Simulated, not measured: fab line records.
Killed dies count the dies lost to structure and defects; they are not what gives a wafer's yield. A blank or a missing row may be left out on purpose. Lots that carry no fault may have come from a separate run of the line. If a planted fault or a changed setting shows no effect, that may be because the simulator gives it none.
Which tool did it?	flow n5 finfet	8 lots with 24 wafers sampled at 8 steps, on a route of 1938 steps

WHAT THE GAUGES SHOWED, per wafer
N5_BEOL_M4_INSPECT_30: inspects for defects (brightfield).
lot	measured	on	raw defect count
L283	day 7 14:28	defect inspect-02	493 460 565
L287	day 8 17:24	defect inspect-01	468 453 466
L293	day 9 16:41	defect inspect-02	434 325 361
L294	day 10 11:38	defect inspect-02	477 469 535
L301	day 12 05:19	defect inspect-02	531 364 420
L304	day 12 16:26	defect inspect-02	514 473 405
L302	day 12 19:51	defect inspect-02	498 428 459
L303	day 12 23:29	defect inspect-01	223 361 427

N5_BEOL_M4_OCD_MEAS_38.
lot	measured	on	trench depth nm (nm)
L283	day 7 18:58	ocd-01	55.2 54.7 54.5
L287	day 8 21:35	ocd-01	55.4 55.4 55.6
L293	day 9 22:56	ocd-02	56.4 54.9 54.8
L294	day 10 21:52	ocd-01	60.2 56.2 54.7
L301	day 12 09:55	ocd-01	54.9 54.9 56.4
L304	day 12 18:09	ocd-02	55.0 55.3 56.5
L302	day 12 21:11	ocd-01	56.4 55.0 55.2
L303	day 13 01:32	ocd-02	56.0 55.6 54.9

N5_BEOL_M4_CD_MEAS_35: target cd 18 nm, target cd y 22.4 nm.
lot	measured	on	cd nm (nm)
L283	day 7 19:08	cd sem-01	17.9 17.6 17.7
L287	day 8 21:44	cd sem-02	17.8 17.7 18.0
L293	day 9 23:05	cd sem-01	17.4 17.8 18.0
L294	day 10 22:09	cd sem-03	18.2 18.4 18.2
L301	day 12 10:04	cd sem-02	18.2 18.3 18.0
L304	day 12 18:24	cd sem-03	17.7 17.8 17.7
L302	day 12 21:20	cd sem-02	18.4 18.5 18.2
L303	day 13 01:47	cd sem-01	17.8 18.2 17.8

N5_BEOL_M4_THK_MEAS_53: measures by xrf.
lot	measured	on	M4_THK (nm)
L283	day 7 22:44	film metro-02	40.6 38.5 39.1
L287	day 9 03:00	film metro-02	41.4 40.6 40.6
L293	day 10 02:23	film metro-01	40.1 38.2 39.3
L294	day 11 01:40	film metro-01	44.4 40.1 40.8
L301	day 12 13:37	film metro-02	39.5 40.0 42.9
L304	day 12 22:04	film metro-02	37.8 37.9 39.4
L302	day 13 00:40	film metro-02	40.3 38.7 38.2
L303	day 13 06:10	film metro-02	39.8 39.1 37.8

N5_BEOL_M4_RS_MEAS_58: a four-point-probe measurement.
lot	measured	on	M4_RS (ohm/sq)
L283	day 7 23:00	film metro-02	0.654 0.702 0.688
L287	day 9 03:17	film metro-02	0.636 0.652 0.654
L293	day 10 02:41	film metro-02	0.665 0.710 0.686
L294	day 11 01:56	film metro-02	0.588 0.669 0.655
L301	day 12 13:54	film metro-01	0.677 0.667 0.613
L304	day 12 22:20	film metro-01	0.719 0.711 0.683
L302	day 13 00:55	film metro-02	0.662 0.698 0.710
L303	day 13 06:27	film metro-02	0.673 0.685 0.711

N5_BEOL_M4_RC_MEAS_101.
lot	measured	on	DIBL_N (mV/V)	DIBL_P (mV/V)	IOFF_N (nA/um)	IOFF_P (nA/um)	ION_N (uA/um)	ION_P (uA/um)	SS_N (mV/dec)	SS_P (mV/dec)	VT_N (mV)	VT_P (mV)
L283	day 7 23:13	prober-02	38.0 39.3 36.9	37.7 38.8 36.6	0.172 0.190 0.149	0.236 0.250 0.218	676 676 673	466 466 468	71.7 72.2 71.5	72.8 73.7 73.6	250.4 247.5 252.5	-248 -247 -250
L287	day 9 03:20	prober-01	37.1 36.6 36.3	37.2 36.7 36.3	0.180 0.178 0.169	0.253 0.256 0.241	687 675 684	474 468 475	71.6 71.7 71.6	73.5 72.6 73.6	247.7 247.2 244.9	-247 -246 -245
L293	day 10 02:55	prober-02	38.4 37.3 37.9	37.1 36.7 36.9	0.194 0.182 0.184	0.234 0.243 0.232	675 687 680	462 467 469	71.9 71.9 71.9	73.4 74.1 73.7	245.2 248.5 245.5	-250 -250 -251
L294	day 11 02:08	prober-02	39.2 40.3 38.9	39.4 40.9 39.0	0.188 0.209 0.170	0.213 0.247 0.197	679 668 674	461 456 455	72.3 72.9 72.2	74.0 75.4 74.6	248.0 247.4 250.9	-251 -249 -254
L301	day 12 14:25	prober-01	36.7 36.8 35.0	38.8 39.0 36.9	0.167 0.173 0.146	0.226 0.231 0.194	666 669 672	463 459 460	72.0 71.6 71.7	74.2 73.8 73.3	249.4 250.7 250.6	-253 -250 -252
L304	day 12 22:23	prober-01	35.9 34.7 35.5	35.8 34.1 34.8	0.153 0.133 0.139	0.224 0.208 0.221	681 670 662	465 466 465	71.5 70.7 71.4	73.0 73.3 73.3	249.2 252.9 250.5	-249 -246 -246
L302	day 13 00:58	prober-02	36.2 35.5 36.5	36.9 36.7 37.8	0.150 0.149 0.161	0.209 0.202 0.225	667 673 674	461 465 464	72.2 71.7 72.0	73.3 73.1 73.4	252.9 250.4 252.8	-251 -252 -250
L303	day 13 06:30	prober-01	36.0 35.5 34.7	36.0 34.9 33.0	0.152 0.131 0.125	0.212 0.190 0.175	674 667 667	466 456 465	71.5 71.3 71.0	72.5 72.5 72.0	253.1 253.4 252.4	-250 -251 -250

WHAT TOOL EACH LOT RAN ON (gives the tool, then ch and the chambers of the sampled wafers, and finally the start)
lot	N5_BEOL_M4_ETCHBACK_99	N5_BEOL_M4_TRENCH_ETCH_37
L283	rie diel-01 ch 0,1,2, day 7 18:35	rie diel-01 ch 0,1,2, day 7 18:49
L287	rie diel-06 ch 1,3, day 8 21:11	rie diel-06 ch 1,3, day 8 21:26
L293	rie diel-06 ch 0,1, day 9 22:32	rie diel-06 ch 0,1, day 9 22:47
L294	rie diel-06 ch 0,2,3, day 10 21:28	rie diel-06 ch 0,2,3, day 10 21:43
L301	rie diel-02 ch 0,1,2, day 12 09:30	rie diel-02 ch 0,1,2, day 12 09:45
L304	rie diel-01 ch 1,2,3, day 12 17:46	rie diel-01 ch 1,2,3, day 12 18:00
L302	rie diel-02 ch 0,2,3, day 12 20:47	rie diel-02 ch 0,2,3, day 12 21:01
L303	rie diel-01 ch 1,2,3, day 13 01:08	rie diel-01 ch 1,2,3, day 13 01:23
- N5_BEOL_M4_ETCHBACK_99: etches SiO2 in CHF3, target depth 5 nm, time 10.4 s.
- N5_BEOL_M4_TRENCH_ETCH_37: etches SiOC in C4F6/O2, target depth 55.555 nm, time 29.2 s.

WHAT THE TOOLS THEMSELVES READ (means of the sampled wafers that have a number; where no wafer has one, the mark that the record gives instead)
N5_BEOL_M4_ETCHBACK_99.
lot	tool	bias w (W)	chamber pressure mTorr (mTorr)	drypump motor current A (A)	oes_f_703_au (a.u.)	oes product au (a.u.)	rf vpp V (V)	showerhead plenum p Torr (Torr)	throttle valve pct (%)
L283	rie diel-01	46.95	29.971	5.4	0.77	0.77	240.3	2.19	17.19
L287	rie diel-06	47.28	29.992	5.9	0.81	0.81	239.0	2.14	17.15
L293	rie diel-06	46.89	29.995	5.2	0.89	0.89	238.2	2.11	16.87
L294	rie diel-06	47.05	29.989	5.8	0.79	0.79	240.1	2.16	17.22
L301	rie diel-02	46.98	29.980	6.0	0.78	0.78	239.9	2.25	16.98
L304	rie diel-01	46.88	29.978	5.6	0.84	0.84	241.3	2.23	17.02
L302	rie diel-02	46.97	29.999	5.8	0.80	0.79	242.5	2.20	16.92
L303	rie diel-01	47.15	30.001	5.6	0.83	0.83	241.3	2.23	17.01

N5_BEOL_M4_TRENCH_ETCH_37.
lot	tool	bias w (W)	chamber pressure mTorr (mTorr)	drypump motor current A (A)	oes_f_703_au (a.u.)	oes product au (a.u.)	rf fwd power W (W)	rf vpp V (V)	showerhead plenum p Torr (Torr)	throttle valve pct (%)
L283	rie diel-01	184.9	29.980	5.4	0.77	0.76	350.7	663	2.89	20.97
L287	rie diel-06	185.1	30.002	5.9	0.81	0.81	347.1	662	2.83	20.97
L293	rie diel-06	184.8	29.986	5.2	0.88	0.88	348.3	661	2.79	20.68
L294	rie diel-06	184.8	30.003	5.8	0.85	0.80	378.7	640	2.85	21.02
L301	rie diel-02	185.0	30.002	6.0	0.79	0.78	352.4	664	2.96	20.75
L304	rie diel-01	184.6	30.005	5.6	0.83	0.83	350.0	666	2.94	20.80
L302	rie diel-02	185.1	30.003	5.8	0.79	0.79	350.5	666	2.91	20.70
L303	rie diel-01	185.2	29.993	5.6	0.83	0.82	350.6	667	2.94	20.80

THE ANSWER, worked out from the rows above alone
Rule: the lots themselves supply what counts as usual. The widest of any qualifying gaps counts: lots, ordered by their means at a reading, are off when they make up no more than a third of the lots, leave a main group of 4 or more, and stand apart from it by 3 or more times the standard deviation of that group's means. A main group is skipped when, at the precision printed for the reading in the tables above, its means are all equal. A lot without any number at a reading at which 4 lots or more have one is off too. The other lots that the step has rows for count as sound. After the gauges, taken in route order, come the tools' own readings; for these a lot's mean is taken, as printed above. The first step at which some lot is off is used, and at that step the reading that is off furthest; a lot without a number counts as furthest.
Off, at N5_BEOL_M4_OCD_MEAS_38 on trench depth nm: L294. Mean 55.4 nm and standard deviation 0.25 in the main group.
If a tool, at a process step before that reading, ran all the lots that are off and no sound lot after the first of them, it fits. Not tried: the gauges at N5_BEOL_M4_OCD_MEAS_38; whatever is off there is also off at N5_BEOL_M4_TRENCH_ETCH_37, on other tools, and gauge error can't account for it. One candidate fits, namely rie diel-06 at N5_BEOL_M4_ETCHBACK_99 and N5_BEOL_M4_TRENCH_ETCH_37. At N5_BEOL_M4_ETCHBACK_99 its last sound lot is L293 (day 9 22:32), its first lot that is off L294 (day 10 21:28): a fault that began between those two fits.

WHAT THE SIMULATOR PUT IN
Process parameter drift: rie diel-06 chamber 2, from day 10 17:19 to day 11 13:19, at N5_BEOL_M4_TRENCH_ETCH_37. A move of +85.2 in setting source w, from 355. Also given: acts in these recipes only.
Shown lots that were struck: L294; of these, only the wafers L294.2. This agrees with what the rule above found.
